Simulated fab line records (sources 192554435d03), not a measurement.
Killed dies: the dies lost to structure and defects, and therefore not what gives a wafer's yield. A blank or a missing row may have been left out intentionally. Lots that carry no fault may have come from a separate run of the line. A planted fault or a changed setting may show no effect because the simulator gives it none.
Chamber matching / flow n5-finfet / 4 sister chambers for N5_BEOL_M5_DESCUM_33 on rie-diel-05
The step chemistry O2, time 7 s. 8 wafers are shown with their chamber, then 7 later ones without.

WAFERS, EACH WITH ITS CHAMBER
wafer=L080.5; chamber=0; drypump-motor-current-A (A)=5.8; throttle-valve-pct (%)=20.34
wafer=L083.1; chamber=1; drypump-motor-current-A (A)=5.3; throttle-valve-pct (%)=20.22
wafer=L083.4; chamber=0; drypump-motor-current-A (A)=5.8; throttle-valve-pct (%)=20.33
wafer=L084.1; chamber=1; drypump-motor-current-A (A)=5.4; throttle-valve-pct (%)=20.23
wafer=L084.2; chamber=2; drypump-motor-current-A (A)=6.2; throttle-valve-pct (%)=20.40
wafer=L084.4; chamber=3; drypump-motor-current-A (A)=6.3; throttle-valve-pct (%)=20.73
wafer=L087.2; chamber=3; drypump-motor-current-A (A)=6.4; throttle-valve-pct (%)=20.73
wafer=L087.3; chamber=2; drypump-motor-current-A (A)=6.2; throttle-valve-pct (%)=20.41

WAFERS WITHOUT THEIR CHAMBER
wafer=L087.5; drypump-motor-current-A (A)=6.2; throttle-valve-pct (%)=20.41
wafer=L092.1; drypump-motor-current-A (A)=6.4; throttle-valve-pct (%)=20.73
wafer=L092.2; drypump-motor-current-A (A)=6.2; throttle-valve-pct (%)=20.42
wafer=L092.5; drypump-motor-current-A (A)=6.2; throttle-valve-pct (%)=20.42
wafer=L091.1; drypump-motor-current-A (A)=6.2; throttle-valve-pct (%)=20.44
wafer=L091.4; drypump-motor-current-A (A)=5.3; throttle-valve-pct (%)=20.26
wafer=L091.6; drypump-motor-current-A (A)=6.2; throttle-valve-pct (%)=20.42

WHICH CHAMBER EACH ONE RAN IN
wafer=L087.5; from the rows above=2; in truth=2
wafer=L092.1; from the rows above=3; in truth=3
wafer=L092.2; from the rows above=2; in truth=2
wafer=L092.5; from the rows above=2; in truth=2
wafer=L091.1; from the rows above=2; in truth=2
wafer=L091.4; from the rows above=1; in truth=1
wafer=L091.6; from the rows above=2; in truth=2
Correctly placed: 7 of 7. Can't be placed from these rows: 0. Wrongly placed: 0.
How it was worked out, from the rows above alone: a wafer's distance from a chamber is the root of the sum, over the readings, of the square of ((its reading less the chamber's mean) divided by the reading's scatter). If the next closest chamber is less than 2 further off than the closest, the wafer can't be placed; otherwise it belongs to the closest. Each chamber's mean is taken over the wafers shown for it. The scatter is the square root of a quotient: the sum, over the shown wafers, of each reading's squared deviation from its chamber's mean, divided by wafers minus chambers.
